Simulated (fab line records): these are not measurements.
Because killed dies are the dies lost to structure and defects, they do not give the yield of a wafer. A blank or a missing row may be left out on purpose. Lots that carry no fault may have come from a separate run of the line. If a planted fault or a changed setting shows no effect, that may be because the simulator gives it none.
Split-lot experiment / flow n5 finfet / 7 lots, 21 wafers read, on a route of 1938 steps

== SPLIT DETAILS ==
At N5_MOL_CONTACT_COAG_VIA_ETCH_117 (etches SiO2 in C4F6/O2, target depth 40 nm, overetch 8 nm, time 26 s), the setting bias w was moved away from the recipe's 455 W on 8 of the 21 wafers read, by -14.2% to +10.1%. This setting was run at the recipe's value on the other wafers.

The reading comes from the split's own step.

== THE READING ==
rf vpp V, in V, at N5_MOL_CONTACT_COAG_VIA_ETCH_117 (etches SiO2 in C4F6/O2, target depth 40 nm, overetch 8 nm, time 26 s). A value of 1588 V with a standard deviation of 20 V is what fault-free wafers of this fab line usually give.

wafer=L074.1; tool, chamber at the split=rie diel-04, 2; bias w as run, W=409.6; against the recipe=-10.0%; rf vpp V, V=1485; against lot-mates on the recipe=-84
wafer=L074.2; tool, chamber at the split=rie diel-04, 1; bias w as run, W=409.6; against the recipe=-10.0%; rf vpp V, V=1454; against lot-mates on the recipe=-115
wafer=L074.4; tool, chamber at the split=rie diel-04, 0; bias w as run, W=455; against the recipe=recipe; rf vpp V, V=1569; against lot-mates on the recipe=-
wafer=L076.1; tool, chamber at the split=rie diel-02, 3; bias w as run, W=428.5; against the recipe=-5.8%; rf vpp V, V=1510; against lot-mates on the recipe=-94
wafer=L076.3; tool, chamber at the split=rie diel-02, 0; bias w as run, W=455; against the recipe=recipe; rf vpp V, V=1604; against lot-mates on the recipe=-
wafer=L076.4; tool, chamber at the split=rie diel-02, 1; bias w as run, W=428.5; against the recipe=-5.8%; rf vpp V, V=1494; against lot-mates on the recipe=-110
wafer=L078.2; tool, chamber at the split=rie diel-05, 1; bias w as run, W=455; against the recipe=recipe; rf vpp V, V=1607; against lot-mates on the recipe=-
wafer=L078.3; tool, chamber at the split=rie diel-05, 0; bias w as run, W=490.5; against the recipe=+7.8%; rf vpp V, V=1674; against lot-mates on the recipe=+79
wafer=L078.4; tool, chamber at the split=rie diel-05, 0; bias w as run, W=455; against the recipe=recipe; rf vpp V, V=1583; against lot-mates on the recipe=-
wafer=L082.3; tool, chamber at the split=rie diel-05, 3; bias w as run, W=390.6; against the recipe=-14.2%; rf vpp V, V=1427; against lot-mates on the recipe=-173
wafer=L082.5; tool, chamber at the split=rie diel-05, 3; bias w as run, W=455; against the recipe=recipe; rf vpp V, V=1600; against lot-mates on the recipe=-
wafer=L082.6; tool, chamber at the split=rie diel-05, 2; bias w as run, W=390.6; against the recipe=-14.2%; rf vpp V, V=1424; against lot-mates on the recipe=-176
wafer=L089.1; tool, chamber at the split=rie diel-05, 1; bias w as run, W=455; against the recipe=recipe; rf vpp V, V=1606; against lot-mates on the recipe=-
wafer=L089.2; tool, chamber at the split=rie diel-05, 0; bias w as run, W=455; against the recipe=recipe; rf vpp V, V=1580; against lot-mates on the recipe=-
wafer=L089.5; tool, chamber at the split=rie diel-05, 3; bias w as run, W=455; against the recipe=recipe; rf vpp V, V=1599; against lot-mates on the recipe=-
wafer=L090.1; tool, chamber at the split=rie diel-04, 0; bias w as run, W=455; against the recipe=recipe; rf vpp V, V=1569; against lot-mates on the recipe=-
wafer=L090.4; tool, chamber at the split=rie diel-04, 2; bias w as run, W=455; against the recipe=recipe; rf vpp V, V=1607; against lot-mates on the recipe=-
wafer=L090.6; tool, chamber at the split=rie diel-04, 0; bias w as run, W=455; against the recipe=recipe; rf vpp V, V=1569; against lot-mates on the recipe=-
wafer=L094.2; tool, chamber at the split=rie diel-02, 0; bias w as run, W=501.1; against the recipe=+10.1%; rf vpp V, V=1722; against lot-mates on the recipe=+142
wafer=L094.4; tool, chamber at the split=rie diel-02, 3; bias w as run, W=455; against the recipe=recipe; rf vpp V, V=1580; against lot-mates on the recipe=-
wafer=L094.5; tool, chamber at the split=rie diel-02, 3; bias w as run, W=455; against the recipe=recipe; rf vpp V, V=1580; against lot-mates on the recipe=-

FIT RESULTS
A straight line over all 21 wafers: rf vpp V changes by +12 V for each +1% of bias w; r = +0.98; the points scatter about the line by 15 V.
The same after taking each lot's own level away (the mean of its wafers on the recipe; 21 wafers): +12.2 V for each +1%; r = +0.98; scatter 17 V.
According to that fit, moving bias w by its largest amount changes the reading by 1.7e+02 V.
The span of the lots' own levels, 1569.0 to 1604.0 V, comes to 1.8 times the standard deviation stated above.
The two slopes agree, so the slope changes little with the lot-to-lot level.
Check: with one of the wafers moved furthest among these (-14.2%) left out of the fit, the line predicts -174 V for it against its lot-mates. Against them it came out at -173 V.
Tool readings at the split's step, against how far the setting was moved: rf vpp V r = +0.98.

== OTHER SPLITS ON THESE WAFERS ==
Other splits were also applied to these wafers ahead of the reading. Each is held against what the fit with the lots' levels taken away leaves over:
other split on the same wafers=N5_ILD0_ALD_15 ald cycles; wafers away from the commonest value=9; r with rf vpp V (lot level and that fit taken away)=+0.07
other split on the same wafers=N5_SDB_EXPOSE_08 dose mj; wafers away from the commonest value=11; r with rf vpp V (lot level and that fit taken away)=-0.01
other split on the same wafers=N5_SDB_ALD_29 ald cycles; wafers away from the commonest value=6; r with rf vpp V (lot level and that fit taken away)=+0.00
other split on the same wafers=N5_HKMG_FIN_ETCH_32 source w; wafers away from the commonest value=7; r with rf vpp V (lot level and that fit taken away)=-0.23
other split on the same wafers=N5_HKMG_FIN_ETCH_35 bias w; wafers away from the commonest value=4; r with rf vpp V (lot level and that fit taken away)=+0.09
other split on the same wafers=N5_MOL_CONTACT_COAG_EXPOSE_05 dose mj; wafers away from the commonest value=4; r with rf vpp V (lot level and that fit taken away)=+0.21
other split on the same wafers=N5_MOL_CONTACT_COAG_PECVD_31 temp c; wafers away from the commonest value=8; r with rf vpp V (lot level and that fit taken away)=-0.39
other split on the same wafers=N5_MOL_CONTACT_COAG_ETCHBACK_136 target depth a; wafers away from the commonest value=6; r with rf vpp V (lot level and that fit taken away)=-0.37

== FILE'S OWN FIT ==
rf vpp V changes by +12.3 V for each +1% of bias w, r = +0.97.
